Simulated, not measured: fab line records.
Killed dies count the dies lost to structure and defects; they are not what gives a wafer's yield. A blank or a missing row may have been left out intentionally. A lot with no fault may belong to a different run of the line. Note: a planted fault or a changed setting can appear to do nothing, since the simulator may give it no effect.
Chamber matching :: flow nand harc :: NHARC_P_GATE_ETCH_32 on rie si-01 has 4 sister chambers
The step etches the open film in HBr/Cl2, target depth 150 nm, time 100.1 s. 4 wafers are shown with their chamber, then 8 later ones without.

## EACH WAFER AND ITS CHAMBER
wafer: L075.6
chamber: 2
drypump motor current A (A): 5.4

wafer: L087.5
chamber: 0
drypump motor current A (A): 6.1

wafer: L089.5
chamber: 3
drypump motor current A (A): 5.8

wafer: L091.2
chamber: 1
drypump motor current A (A): 5.5

## WAFERS MISSING THEIR CHAMBER
wafer: L091.4
drypump motor current A (A): 6.2

wafer: L091.6
drypump motor current A (A): 5.4

wafer: L093.1
drypump motor current A (A): 5.8

wafer: L093.2
drypump motor current A (A): 5.5

wafer: L093.6
drypump motor current A (A): 5.7

wafer: L096.1
drypump motor current A (A): 5.5

wafer: L096.4
drypump motor current A (A): 5.4

wafer: L096.5
drypump motor current A (A): 6.2

## CHAMBER TAKEN BY EACH
wafer: L091.4
from the rows above: 0
in truth: 0

wafer: L091.6
from the rows above: can't be placed: 2 or 1
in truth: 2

wafer: L093.1
from the rows above: 3
in truth: 3

wafer: L093.2
from the rows above: can't be placed: 1 or 2
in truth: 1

wafer: L093.6
from the rows above: can't be placed: 3 or 1
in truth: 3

wafer: L096.1
from the rows above: can't be placed: 1 or 2
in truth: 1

wafer: L096.4
from the rows above: can't be placed: 2 or 1
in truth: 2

wafer: L096.5
from the rows above: 0
in truth: 0
Placed correctly: 3 of 8. Not placeable from these rows: 5 (in 5, the candidates include the true chamber). 0 placed wrongly.
How it was worked out, from the rows above alone: a wafer's distance from a chamber is the root of the sum, over the readings, of the square of ((its reading less the chamber's mean) divided by the reading's scatter). If the next closest chamber is less than 2 further off than the closest, the wafer can't be placed; otherwise it belongs to the closest. The mean given for a chamber averages the wafers shown for that chamber. The scatter (one wafer shown for each chamber): square how far every hidden wafer sits from the nearest shown wafer, average those squares and take the square root.
